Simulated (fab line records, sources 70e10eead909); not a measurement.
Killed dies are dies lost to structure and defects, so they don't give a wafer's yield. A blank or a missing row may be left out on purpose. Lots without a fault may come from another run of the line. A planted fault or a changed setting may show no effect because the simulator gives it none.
Which tool did it? | flow nand_harc | 12 lots, 36 wafers sampled, at 6 steps of a route of 1159

WHAT THE GAUGES READ, wafer by wafer
NHARC_P_GATE_INSPECT_28. Usual: raw_defect_count 5.9, standard deviation 2.8.
lot  | measured     | on                | raw_defect_count | flag
L966 | day 4 20:25  | defect_inspect-01 | 13 4 5           |
L967 | day 5 08:02  | defect_inspect-01 | 7 8 3            |
L968 | day 5 08:38  | defect_inspect-01 | 3 6 3            |
L969 | day 5 17:16  | defect_inspect-01 | 4 5 6            |
L970 | day 5 22:36  | defect_inspect-02 | 7 8 8            |
L972 | day 6 09:52  | defect_inspect-02 | 6 3 6            |
L973 | day 6 17:31  | defect_inspect-01 | 6 8 13           |
L975 | day 7 05:41  | defect_inspect-02 | 3 3 1            |
L978 | day 7 19:55  | defect_inspect-02 | 8 3 9            |
L980 | day 8 12:04  | defect_inspect-01 | 2 3 10           |
L987 | day 10 06:52 | defect_inspect-01 | 4 10 3           |
L988 | day 10 12:48 | defect_inspect-02 | 9 13 14          |

NHARC_P_GATE_CD_MEAS_33. Usual: cd_nm 120.8 nm, standard deviation 2.5.
lot  | measured     | on        | cd_nm (nm)        | flag
L966 | day 4 21:17  | cd_sem-02 | 124.8 124.5 127.0 |
L967 | day 5 10:05  | cd_sem-02 | 120.0 120.4 118.1 |
L968 | day 5 10:30  | cd_sem-03 | 121.5 120.5 123.1 |
L969 | day 5 18:17  | cd_sem-02 | 116.0 122.9 120.1 |
L970 | day 5 23:42  | cd_sem-03 | 121.2 122.8 123.1 |
L972 | day 6 10:43  | cd_sem-02 | 121.3 122.5 121.4 |
L973 | day 6 18:23  | cd_sem-01 | 123.2 118.4 122.7 |
L975 | day 7 06:33  | cd_sem-01 | 125.9 123.3 124.2 |
L978 | day 7 20:49  | cd_sem-01 | 123.6 120.6 118.7 |
L980 | day 8 12:56  | cd_sem-01 | 123.8 124.5 124.3 |
L987 | day 10 07:55 | cd_sem-01 | 117.1 123.5 124.9 |
L988 | day 10 13:40 | cd_sem-03 | 121.3 123.0 122.5 |

NHARC_P_GATE_CD_MEAS_46: target cd 720 nm. Usual: cd_nm 720.2 nm, standard deviation 1.6.
lot  | measured     | on        | cd_nm (nm)                          | flag
L966 | day 5 08:19  | cd_sem-01 | 719.6 717.9 718.7                   |
L967 | day 5 21:05  | cd_sem-03 | 721.8 720.2 721.8                   |
L968 | day 5 21:25  | cd_sem-03 | 719.7 719.8 718.1                   |
L969 | day 6 05:07  | cd_sem-01 | 719.3 720.7 718.3                   |
L970 | day 6 10:40  | cd_sem-03 | 720.8 718.8 722.1                   |
L972 | day 6 21:28  | cd_sem-01 | 720.8 719.4 719.7                   |
L973 | day 7 05:27  | cd_sem-02 | 720.1 719.9 718.0                   |
L975 | day 7 19:48  | cd_sem-01 | 721.8 723.1 722.9                   |
L978 | day 8 07:50  | cd_sem-02 | 718.9 718.5 720.6                   |
L980 | day 8 23:55  | cd_sem-02 | 702.2 701.3 701.9 702.5 701.6 702.4 | OFF
L987 | day 10 20:59 | cd_sem-01 | 720.3 716.8 719.4                   |
L988 | day 11 03:33 | cd_sem-03 | 720.7 718.7 719.9                   |

NHARC_END_SORT_01. Usual: killed_at_array 26, standard deviation 11; killed_at_other 0.4, standard deviation 0.78; killed_at_periphery 3.4, standard deviation 2.4; killed_dies 29, standard deviation 11; killed_open 3.1, standard deviation 1.9; killed_short 1.9, standard deviation 1.4.
lot  | measured     | on        | killed_at_array | killed_at_other | killed_at_periphery | killed_dies | killed_open | killed_short | flag
L980 | day 26 03:03 | prober-01 | 28 31 24        | 0 0 0           | 3 2 4               | 31 33 28    | 1 4 2       | 5 1 5        |

WHICH TOOL RAN EACH LOT (tool, then ch and the chambers of the sampled wafers, then the start)
lot  | NHARC_P_GATE_ETCHBACK_37                      | NHARC_P_GATE_EXPOSE_43
L966 | rie_diel-06 ch 0,2,3, day 5 08:10 or earlier  | krf_scanner-04 ch 0, day 5 08:10
L967 | rie_diel-06 ch 2,3, day 5 20:56 or earlier    | krf_scanner-04 ch 0, day 5 20:56
L968 | rie_diel-13 ch 0,1, day 5 21:15 or earlier    | krf_scanner-03 ch 0, day 5 21:15
L969 | rie_diel-04 ch 0,1, day 6 04:57 or earlier    | krf_scanner-03 ch 0, day 6 04:57
L970 | rie_diel-04 ch 0,2,3, day 6 10:31 or earlier  | krf_scanner-04 ch 0, day 6 10:31
L972 | rie_diel-04 ch 0,1,2, day 6 21:18 or earlier  | krf_scanner-02 ch 0, day 6 21:18
L973 | rie_diel-13 ch 1,2,3, day 7 05:18 or earlier  | krf_scanner-04 ch 0, day 7 05:18
L975 | rie_diel-04 ch 0,1, day 7 19:39 or earlier    | krf_scanner-02 ch 0, day 7 19:39
L978 | rie_diel-04 ch 2,3, day 8 07:40 or earlier    | krf_scanner-04 ch 0, day 8 07:40
L980 | rie_diel-06 ch 1,2, day 8 23:45 or earlier    | krf_scanner-04 ch 0, day 8 23:45
L987 | rie_diel-04 ch 0,2,3, day 10 20:50 or earlier | krf_scanner-03 ch 0, day 10 20:50
L988 | rie_diel-04 ch 0,2,3, day 11 03:24 or earlier | krf_scanner-03 ch 0, day 11 03:24
- NHARC_P_GATE_ETCHBACK_37: etches the open film in CHF3/O2, target depth 34.5 nm, time 17.2 s.
- NHARC_P_GATE_EXPOSE_43: exposes mask P NSD, target cd 720 nm.

WHAT THE TOOLS THEMSELVES READ (means of the sampled wafers that have a number; where no wafer has one, the mark that the record gives instead)
NHARC_P_GATE_ETCHBACK_37. Usual: chf3_flow_sccm 49.98 sccm, standard deviation 0.16; drypump_motor_current_A 5.8 A, standard deviation 0.44; oes_product_au 0.96 a.u., standard deviation 0.037; rf_vpp_V 370.7 V, standard deviation 2.5; showerhead_plenum_p_Torr 2.41 Torr, standard deviation 0.11; throttle_valve_pct 20.571 %, standard deviation 0.01.
lot  | tool        | chf3_flow_sccm (sccm) | drypump_motor_current_A (A) | oes_product_au (a.u.) | rf_vpp_V (V) | showerhead_plenum_p_Torr (Torr) | throttle_valve_pct (%) | flag
L966 | rie_diel-06 | 50.00                 | 6.2                         | 1.00                  | 370.5        | 2.41                            | 20.565                 |
L967 | rie_diel-06 | 50.05                 | 6.3                         | 0.92                  | 369.4        | 2.33                            | 20.580                 |
L968 | rie_diel-13 | 49.85                 | 5.4                         | 1.00                  | 369.5        | 2.35                            | 20.562                 |
L969 | rie_diel-04 | 49.87                 | 5.6                         | 0.99                  | 373.7        | 2.53                            | 20.560                 |
L970 | rie_diel-04 | 49.98                 | 5.6                         | 1.01                  | 370.2        | 2.38                            | 20.560                 |
L972 | rie_diel-04 | 49.97                 | 5.7                         | 0.94                  | 371.8        | 2.47                            | 20.560                 |
L973 | rie_diel-13 | 49.97                 | 5.8                         | 0.92                  | 367.3        | 2.26                            | 20.580                 |
L975 | rie_diel-04 | 50.02                 | 5.5                         | 0.93                  | 372.8        | 2.53                            | 20.572                 |
L978 | rie_diel-04 | 49.88                 | 5.4                         | 0.92                  | 368.6        | 2.33                            | 20.565                 |
L980 | rie_diel-06 | 49.96                 | 6.5                         | 0.93                  | 373.3        | 2.50                            | 20.564                 |
L987 | rie_diel-04 | 49.99                 | 5.6                         | 1.00                  | 370.0        | 2.37                            | 20.576                 |
L988 | rie_diel-04 | 49.92                 | 5.6                         | 0.93                  | 369.8        | 2.37                            | 20.571                 |

THE ANSWER, worked out from the rows above alone
Rule: a lot is off if the mean of its wafers that have a number lies more than 3 standard deviations from the usual mean. A lot without any number at a reading at which 4 lots or more have one is off too. The other lots that the step has rows for count as sound. The gauges are gone through in route order, then the tools' own readings, and for those a lot's mean is taken as printed above. The first step at which some lot is off is used, and at that step the reading that is off furthest; a lot without a number counts as furthest.
Off: L980, at NHARC_P_GATE_CD_MEAS_46 (cd_nm).
A tool fits if, at a process step before that reading, it ran every lot that is off, and no sound lot after the first of them. The gauges at NHARC_P_GATE_CD_MEAS_46 are tried like those tools. NHARC_P_GATE_ETCHBACK_37 gives no start for some lots, so the hours and the order of its lots are those of NHARC_P_GATE_EXPOSE_43. Can't be told from this: 3 tools fit, rie_diel-06 at NHARC_P_GATE_ETCHBACK_37, krf_scanner-04 at NHARC_P_GATE_EXPOSE_43, cd_sem-02 at NHARC_P_GATE_CD_MEAS_46.

WHAT THE SIMULATOR HAD PUT IN
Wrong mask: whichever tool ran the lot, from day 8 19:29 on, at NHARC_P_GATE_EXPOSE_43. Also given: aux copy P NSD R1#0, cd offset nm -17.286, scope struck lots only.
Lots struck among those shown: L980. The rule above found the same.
